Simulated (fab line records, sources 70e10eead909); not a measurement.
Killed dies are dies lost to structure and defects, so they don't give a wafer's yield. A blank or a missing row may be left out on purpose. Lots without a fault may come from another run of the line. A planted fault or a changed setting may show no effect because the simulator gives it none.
Which tool did it? | flow nand_harc | 24 lots, 72 wafers sampled, at 6 steps of a route of 1302

WHAT THE GAUGES READ, wafer by wafer
NHARC_P_M0_THK_MEAS_24: measures by xrf. Usual: thk_nm 117.4 nm, standard deviation 1.5.
lot  | measured     | on            | thk_nm (nm)       | flag
L074 | day 6 13:22  | film_metro-01 | 114.7 113.3 117.8 |
L075 | day 6 14:56  | film_metro-02 | 117.1 113.8 116.4 |
L076 | day 7 04:24  | film_metro-02 | 118.3 116.0 116.7 |
L077 | day 7 10:00  | film_metro-02 | 117.5 117.4 117.6 |
L078 | day 7 20:55  | film_metro-01 | 118.4 118.0 116.4 |
L079 | day 8 10:25  | film_metro-01 | 119.8 116.2 117.1 |
L080 | day 8 11:11  | film_metro-02 | 117.3 119.2 116.4 |
L081 | day 8 23:25  | film_metro-02 | 116.1 114.6 116.5 |
L082 | day 9 12:16  | film_metro-01 | 115.5 116.6 118.3 |
L083 | day 10 00:58 | film_metro-01 | 116.6 117.9 115.8 |
L084 | day 10 07:37 | film_metro-01 | 117.2 115.5 117.0 |
L085 | day 10 17:26 | film_metro-01 | 116.8 117.7 117.1 |
L086 | day 11 01:43 | film_metro-01 | 116.7 117.4 117.9 |
L087 | day 11 12:01 | film_metro-01 | 119.6 117.4 116.5 |
L088 | day 12 04:16 | film_metro-01 | 119.3 117.3 118.7 |
L089 | day 12 07:55 | film_metro-01 | 116.9 116.6 119.2 |
L090 | day 12 20:20 | film_metro-01 | 116.4 119.5 119.4 |
L091 | day 13 06:28 | film_metro-01 | 116.5 118.5 116.3 |
L092 | day 13 17:39 | film_metro-02 | 119.3 117.2 118.9 |
L093 | day 13 21:49 | film_metro-01 | 115.4 116.1 117.6 |
L094 | day 14 16:38 | film_metro-02 | 117.7 119.2 117.4 |
L095 | day 14 17:25 | film_metro-02 | 120.6 116.8 118.4 |
L096 | day 15 14:12 | film_metro-02 | 117.9 116.6 118.8 |
L097 | day 15 22:03 | film_metro-01 | 117.9 116.1 118.6 |

WHICH TOOL RAN EACH LOT (tool, then ch and the chambers of the sampled wafers, then the start)
lot  | NHARC_P_GATE_RTA_82              | NHARC_P_CONTACT_DEP_00                     | NHARC_P_CONTACT_DESCUM_17          | NHARC_P_M0_PRE_CLEAN_29                 | NHARC_P_M0_PVD_21
L074 | rtp_anneal-01 ch 0, day 6 04:53  | pecvd-02 ch 0,2, day 6 06:53 or earlier    | rie_diel-01 ch 1,2,3, day 6 06:53  | pvd_sputter-01, day 6 13:22 or earlier  | pvd_sputter-01, day 6 13:22 or earlier
L075 | rtp_anneal-02 ch 0, day 6 06:34  | pecvd-01 ch 0,1,2, day 6 08:28 or earlier  | rie_diel-10 ch 0,1, day 6 08:28    | pvd_sputter-02, day 6 14:56 or earlier  | pvd_sputter-02, day 6 14:56 or earlier
L076 | rtp_anneal-02 ch 0, day 6 19:53  | pecvd-03 ch 0,1,2, day 6 21:55 or earlier  | rie_diel-01 ch 1,2,3, day 6 21:55  | pvd_sputter-02, day 7 04:24 or earlier  | pvd_sputter-02, day 7 04:24 or earlier
L077 | rtp_anneal-02 ch 0, day 7 01:30  | pecvd-01 ch 1,2, day 7 02:11               | rie_diel-05 ch 2,3, day 7 03:34    | pvd_sputter-01, day 7 10:00 or earlier  | pvd_sputter-01, day 7 10:00 or earlier
L078 | rtp_anneal-02 ch 0, day 7 11:58  | pecvd-01 ch 0,1,2, day 7 13:58 or earlier  | rie_diel-01 ch 0,1,2, day 7 13:58  | pvd_sputter-01, day 7 20:55 or earlier  | pvd_sputter-01, day 7 20:55 or earlier
L079 | rtp_anneal-02 ch 0, day 8 01:40  | pecvd-03 ch 0,1, day 8 03:29 or earlier    | rie_diel-10 ch 0,2,3, day 8 03:29  | pvd_sputter-01, day 8 10:25 or earlier  | pvd_sputter-01, day 8 10:25 or earlier
L080 | rtp_anneal-02 ch 0, day 8 02:50  | pecvd-01 ch 0,1,2, day 8 04:51 or earlier  | rie_diel-01 ch 0,1,2, day 8 04:51  | pvd_sputter-01, day 8 11:11 or earlier  | pvd_sputter-01, day 8 11:11 or earlier
L081 | rtp_anneal-02 ch 0, day 8 15:01  | pecvd-02 ch 0,1,2, day 8 17:01 or earlier  | rie_diel-05 ch 0,3, day 8 17:01    | pvd_sputter-03, day 8 23:25 or earlier  | pvd_sputter-03, day 8 23:25 or earlier
L082 | rtp_anneal-01 ch 0, day 9 03:54  | pecvd-01 ch 1,2, day 9 05:46 or earlier    | rie_diel-10 ch 1,2, day 9 05:46    | pvd_sputter-01, day 9 12:16 or earlier  | pvd_sputter-01, day 9 12:16 or earlier
L083 | rtp_anneal-02 ch 0, day 9 16:09  | pecvd-01 ch 1,2, day 9 18:20 or earlier    | rie_diel-05 ch 0,1,2, day 9 18:20  | pvd_sputter-03, day 10 00:58 or earlier | pvd_sputter-03, day 10 00:58 or earlier
L084 | rtp_anneal-02 ch 0, day 9 23:08  | pecvd-01 ch 0,1,2, day 10 01:01 or earlier | rie_diel-05 ch 0,1,2, day 10 01:01 | pvd_sputter-01, day 10 07:37 or earlier | pvd_sputter-01, day 10 07:37 or earlier
L085 | rtp_anneal-02 ch 0, day 10 09:07 | pecvd-01 ch 0,1,2, day 10 11:04 or earlier | rie_diel-10 ch 1,2, day 10 11:04   | pvd_sputter-03, day 10 17:26 or earlier | pvd_sputter-03, day 10 17:26 or earlier
L086 | rtp_anneal-02 ch 0, day 10 17:05 | pecvd-01 ch 1,2, day 10 17:44              | rie_diel-01 ch 0,2,3, day 10 19:14 | pvd_sputter-02, day 11 01:43 or earlier | pvd_sputter-02, day 11 01:43 or earlier
L087 | rtp_anneal-02 ch 0, day 11 03:25 | pecvd-01 ch 1,2, day 11 04:07              | rie_diel-05 ch 0,1,2, day 11 05:38 | pvd_sputter-01, day 11 12:01 or earlier | pvd_sputter-01, day 11 12:01 or earlier
L088 | rtp_anneal-01 ch 0, day 11 19:29 | pecvd-02 ch 0,2, day 11 21:29 or earlier   | rie_diel-01 ch 0,1,2, day 11 21:29 | pvd_sputter-01, day 12 04:16 or earlier | pvd_sputter-01, day 12 04:16 or earlier
L089 | rtp_anneal-01 ch 0, day 11 23:34 | pecvd-03 ch 0,1,2, day 12 01:26 or earlier | rie_diel-05 ch 0,2,3, day 12 01:26 | pvd_sputter-01, day 12 07:55 or earlier | pvd_sputter-01, day 12 07:55 or earlier
L090 | rtp_anneal-01 ch 0, day 12 11:47 | pecvd-01 ch 0,1, day 12 13:56 or earlier   | rie_diel-01 ch 0,1,2, day 12 13:56 | pvd_sputter-01, day 12 20:20 or earlier | pvd_sputter-01, day 12 20:20 or earlier
L091 | rtp_anneal-02 ch 0, day 12 20:41 | pecvd-01 ch 0,1, day 12 21:16              | rie_diel-01 ch 0,2,3, day 12 22:54 | pvd_sputter-03, day 13 06:28 or earlier | pvd_sputter-03, day 13 06:28 or earlier
L092 | rtp_anneal-01 ch 0, day 13 08:59 | pecvd-01 ch 0,1,2, day 13 10:59 or earlier | rie_diel-10 ch 0,1,3, day 13 10:59 | pvd_sputter-02, day 13 17:39 or earlier | pvd_sputter-02, day 13 17:39 or earlier
L093 | rtp_anneal-02 ch 0, day 13 13:35 | pecvd-01 ch 0,1,2, day 13 15:23 or earlier | rie_diel-10 ch 1,2,3, day 13 15:23 | pvd_sputter-02, day 13 21:49 or earlier | pvd_sputter-02, day 13 21:49 or earlier
L094 | rtp_anneal-01 ch 0, day 14 08:21 | pecvd-02 ch 0,1,2, day 14 10:13 or earlier | rie_diel-05 ch 1,2,3, day 14 10:13 | pvd_sputter-02, day 14 16:38 or earlier | pvd_sputter-02, day 14 16:38 or earlier
L095 | rtp_anneal-02 ch 0, day 14 08:26 | pecvd-03 ch 0,1, day 14 10:26 or earlier   | rie_diel-10 ch 1,2,3, day 14 10:26 | pvd_sputter-01, day 14 17:25 or earlier | pvd_sputter-01, day 14 17:25 or earlier
L096 | rtp_anneal-01 ch 0, day 15 05:35 | pecvd-02 ch 0,1, day 15 07:26 or earlier   | rie_diel-01 ch 0,3, day 15 07:26   | pvd_sputter-03, day 15 14:12 or earlier | pvd_sputter-03, day 15 14:12 or earlier
L097 | rtp_anneal-01 ch 0, day 15 13:37 | pecvd-03 ch 0,1, day 15 15:25 or earlier   | rie_diel-10 ch 0,2,3, day 15 15:25 | pvd_sputter-01, day 15 22:03 or earlier | pvd_sputter-01, day 15 22:03 or earlier
- NHARC_P_GATE_RTA_82: time 30 s.
- NHARC_P_CONTACT_DEP_00: deposits SiO2, target thk 500 nm.
- NHARC_P_CONTACT_DESCUM_17: chemistry O2, time 3 s.
- NHARC_P_M0_PRE_CLEAN_29: time 30 s.
- NHARC_P_M0_PVD_21: deposits Cu, target thk 30 nm, time 20.49 s.

WHAT THE TOOLS THEMSELVES READ (means of the sampled wafers that have a number; where no wafer has one, the mark that the record gives instead)
NHARC_P_GATE_RTA_82. Usual: anneal_temp_c_max 452.6, standard deviation 0.48; lamp_power_pct 4.00 %, standard deviation 0.088; wafer_temp_C_max 451.6, standard deviation 0.85.
lot  | tool          | anneal_temp_c_max | lamp_power_pct (%) | wafer_temp_C_max | flag
L074 | rtp_anneal-01 | 452.2             | 3.88               | 452.8            |
L075 | rtp_anneal-02 | 453.1             | 4.07               | 450.7            |
L076 | rtp_anneal-02 | 452.4             | 4.07               | 451.5            |
L077 | rtp_anneal-02 | 452.8             | 4.07               | 451.0            |
L078 | rtp_anneal-02 | 452.6             | 4.06               | 450.9            |
L079 | rtp_anneal-02 | 452.6             | 4.07               | 451.3            |
L080 | rtp_anneal-02 | 451.8             | 4.07               | 451.2            |
L081 | rtp_anneal-02 | 452.7             | 4.07               | 450.9            |
L082 | rtp_anneal-01 | 452.8             | 3.89               | 452.7            |
L083 | rtp_anneal-02 | 452.6             | 4.06               | 451.0            |
L084 | rtp_anneal-02 | 452.2             | 4.06               | 451.4            |
L085 | rtp_anneal-02 | 452.9             | 4.07               | 451.0            |
L086 | rtp_anneal-02 | 452.1             | 4.07               | 450.7            |
L087 | rtp_anneal-02 | 452.6             | 4.06               | 451.0            |
L088 | rtp_anneal-01 | 452.5             | 3.88               | 452.7            |
L089 | rtp_anneal-01 | 452.7             | 3.88               | 452.6            |
L090 | rtp_anneal-01 | 452.2             | 3.89               | 452.2            |
L091 | rtp_anneal-02 | 453.0             | 4.06               | 450.8            |
L092 | rtp_anneal-01 | 452.8             | 3.88               | 452.4            |
L093 | rtp_anneal-02 | 452.5             | 4.07               | 451.0            |
L094 | rtp_anneal-01 | 452.8             | 3.89               | 452.6            |
L095 | rtp_anneal-02 | 452.3             | 4.07               | 451.0            |
L096 | rtp_anneal-01 | 452.9             | 3.88               | 453.0            |
L097 | rtp_anneal-01 | 451.8             | 3.88               | 452.3            |

NHARC_P_CONTACT_DEP_00. Usual: chamber_pressure_Torr 6.499 Torr, standard deviation 0.014; heater_power_w 616 W, standard deviation 98; mfc_precursor_sccm 161.4 sccm, standard deviation 0.48; throttle_valve_pct 15.9 %, standard deviation 0.33.
lot  | tool     | chamber_pressure_Torr (Torr) | heater_power_w (W) | mfc_precursor_sccm (sccm) | throttle_valve_pct (%) | flag
L074 | pecvd-02 | 6.504                        | 531                | 161.7                     | 16.3                   |
L075 | pecvd-01 | 6.507                        | 639                | 161.3                     | 16.6                   |
L076 | pecvd-03 | 6.502                        | 612                | 161.4                     | 16.0                   |
L077 | pecvd-01 | 6.491                        | 561                | 161.4                     | 16.0                   |
L078 | pecvd-01 | 6.499                        | 632                | 161.6                     | 15.9                   |
L079 | pecvd-03 | 6.490                        | 610                | 161.1                     | 16.1                   |
L080 | pecvd-01 | 6.491                        | 709                | 160.9                     | 15.8                   |
L081 | pecvd-02 | 6.513                        | 512                | 161.6                     | 16.1                   |
L082 | pecvd-01 | 6.488                        | 667                | 161.0                     | 15.9                   |
L083 | pecvd-01 | 6.503                        | 657                | 161.0                     | 16.0                   |
L084 | pecvd-01 | 6.491                        | 605                | 161.5                     | 15.9                   |
L085 | pecvd-01 | 6.492                        | 679                | 161.6                     | 16.0                   |
L086 | pecvd-01 | 6.509                        | 628                | 161.9                     | 16.0                   |
L087 | pecvd-01 | 6.504                        | 559                | 161.8                     | 16.0                   |
L088 | pecvd-02 | 6.499                        | 560                | 161.4                     | 15.7                   |
L089 | pecvd-03 | 6.499                        | 602                | 161.9                     | 15.6                   |
L090 | pecvd-01 | 6.507                        | 690                | 161.4                     | 16.0                   |
L091 | pecvd-01 | 6.500                        | 698                | 161.7                     | 15.6                   |
L092 | pecvd-01 | 6.505                        | 689                | 161.4                     | 16.1                   |
L093 | pecvd-01 | 6.505                        | 635                | 161.5                     | 16.0                   |
L094 | pecvd-02 | 6.507                        | 536                | 161.5                     | 15.9                   |
L095 | pecvd-03 | 6.511                        | 700                | 161.6                     | 15.9                   |
L096 | pecvd-02 | 6.505                        | 532                | 161.4                     | 15.6                   |
L097 | pecvd-03 | 6.502                        | 694                | 161.7                     | 16.0                   |

NHARC_P_CONTACT_DESCUM_17. Usual: drypump_motor_current_A 5.6 A, standard deviation 0.43; oes_product_au 1.000 a.u., standard deviation 0.0089; rf_vpp_V 58.0 V, standard deviation 0.82; showerhead_plenum_p_Torr 1.95 Torr, standard deviation 0.085; throttle_valve_pct 11.311 %, standard deviation 0.0092.
lot  | tool        | drypump_motor_current_A (A) | oes_product_au (a.u.) | rf_vpp_V (V) | showerhead_plenum_p_Torr (Torr) | throttle_valve_pct (%) | flag
L074 | rie_diel-01 | 5.5                         | 0.992                 | 58.3         | 1.87                            | 11.309                 |
L075 | rie_diel-10 | 5.3                         | 0.991                 | 59.0         | 2.01                            | 11.308                 |
L076 | rie_diel-01 | 5.5                         | 1.002                 | 57.2         | 1.87                            | 11.312                 |
L077 | rie_diel-05 | 6.1                         | 1.007                 | 57.5         | 1.89                            | 11.313                 |
L078 | rie_diel-01 | 5.7                         | 1.003                 | 58.2         | 1.96                            | 11.321                 |
L079 | rie_diel-10 | 5.5                         | 1.010                 | 57.6         | 2.00                            | 11.316                 |
L080 | rie_diel-01 | 5.7                         | 0.987                 | 57.5         | 1.96                            | 11.299                 |
L081 | rie_diel-05 | 6.3                         | 0.997                 | 58.1         | 1.96                            | 11.304                 |
L082 | rie_diel-10 | 5.9                         | 0.992                 | 58.1         | 2.01                            | 11.308                 |
L083 | rie_diel-05 | 5.5                         | 1.002                 | 57.8         | 1.96                            | 11.314                 |
L084 | rie_diel-05 | 5.5                         | 1.000                 | 57.8         | 1.96                            | 11.312                 |
L085 | rie_diel-10 | 5.9                         | 1.008                 | 58.0         | 1.97                            | 11.318                 |
L086 | rie_diel-01 | 5.5                         | 1.000                 | 58.2         | 1.91                            | 11.313                 |
L087 | rie_diel-05 | 5.5                         | 1.002                 | 58.1         | 1.96                            | 11.308                 |
L088 | rie_diel-01 | 5.7                         | 0.995                 | 58.2         | 1.96                            | 11.317                 |
L089 | rie_diel-05 | 5.8                         | 0.997                 | 57.5         | 1.93                            | 11.314                 |
L090 | rie_diel-01 | 5.7                         | 0.999                 | 56.9         | 1.96                            | 11.308                 |
L091 | rie_diel-01 | 5.5                         | 0.994                 | 57.1         | 1.91                            | 11.305                 |
L092 | rie_diel-10 | 5.4                         | 0.994                 | 58.1         | 2.03                            | 11.305                 |
L093 | rie_diel-10 | 5.7                         | 1.003                 | 58.2         | 2.01                            | 11.314                 |
L094 | rie_diel-05 | 5.8                         | 1.011                 | 58.0         | 1.92                            | 11.316                 |
L095 | rie_diel-10 | 5.7                         | 1.008                 | 58.4         | 2.01                            | 11.304                 |
L096 | rie_diel-01 | 5.4                         | 0.995                 | 58.4         | 1.87                            | 11.313                 |
L097 | rie_diel-10 | 5.5                         | 0.998                 | 58.1         | 2.00                            | 11.312                 |

NHARC_P_M0_PRE_CLEAN_29. Usual: heater_power_w 411 W, standard deviation 37.
lot  | tool           | heater_power_w (W) | flag
L074 | pvd_sputter-01 | 445                |
L075 | pvd_sputter-02 | 413                |
L076 | pvd_sputter-02 | 420                |
L077 | pvd_sputter-01 | 389                |
L078 | pvd_sputter-01 | 416                |
L079 | pvd_sputter-01 | 450                |
L080 | pvd_sputter-01 | 423                |
L081 | pvd_sputter-03 | 427                |
L082 | pvd_sputter-01 | 371                |
L083 | pvd_sputter-03 | 415                |
L084 | pvd_sputter-01 | 419                |
L085 | pvd_sputter-03 | 441                |
L086 | pvd_sputter-02 | 361                |
L087 | pvd_sputter-01 | 412                |
L088 | pvd_sputter-01 | 419                |
L089 | pvd_sputter-01 | 391                |
L090 | pvd_sputter-01 | 396                |
L091 | pvd_sputter-03 | 425                |
L092 | pvd_sputter-02 | 408                |
L093 | pvd_sputter-02 | 415                |
L094 | pvd_sputter-02 | 383                |
L095 | pvd_sputter-01 | 384                |
L096 | pvd_sputter-03 | 445                |
L097 | pvd_sputter-01 | 415                |

NHARC_P_M0_PVD_21. Usual: throttle_valve_pct 30.1 %, standard deviation 0.69.
lot  | tool           | throttle_valve_pct (%) | flag
L074 | pvd_sputter-01 | 29.8                   |
L075 | pvd_sputter-02 | 30.3                   |
L076 | pvd_sputter-02 | 30.3                   |
L077 | pvd_sputter-01 | 29.2                   |
L078 | pvd_sputter-01 | 29.6                   |
L079 | pvd_sputter-01 | 29.5                   |
L080 | pvd_sputter-01 | 30.0                   |
L081 | pvd_sputter-03 | 30.9                   |
L082 | pvd_sputter-01 | 30.0                   |
L083 | pvd_sputter-03 | 29.9                   |
L084 | pvd_sputter-01 | 30.0                   |
L085 | pvd_sputter-03 | 30.7                   |
L086 | pvd_sputter-02 | 30.2                   |
L087 | pvd_sputter-01 | 30.4                   |
L088 | pvd_sputter-01 | 30.1                   |
L089 | pvd_sputter-01 | 30.5                   |
L090 | pvd_sputter-01 | 29.9                   |
L091 | pvd_sputter-03 | 30.3                   |
L092 | pvd_sputter-02 | 30.1                   |
L093 | pvd_sputter-02 | 30.2                   |
L094 | pvd_sputter-02 | 30.3                   |
L095 | pvd_sputter-01 | 30.1                   |
L096 | pvd_sputter-03 | 30.9                   |
L097 | pvd_sputter-01 | 30.0                   |

THE ANSWER, worked out from the rows above alone
Rule: a lot is off if the mean of its wafers that have a number lies more than 3 standard deviations from the usual mean. A lot without any number at a reading at which 4 lots or more have one is off too. The other lots that the step has rows for count as sound. The gauges are gone through in route order, then the tools' own readings, and for those a lot's mean is taken as printed above. The first step at which some lot is off is used, and at that step the reading that is off furthest; a lot without a number counts as furthest.
No lot is off at any reading shown: from this, nothing can be told.

WHAT THE SIMULATOR HAD PUT IN
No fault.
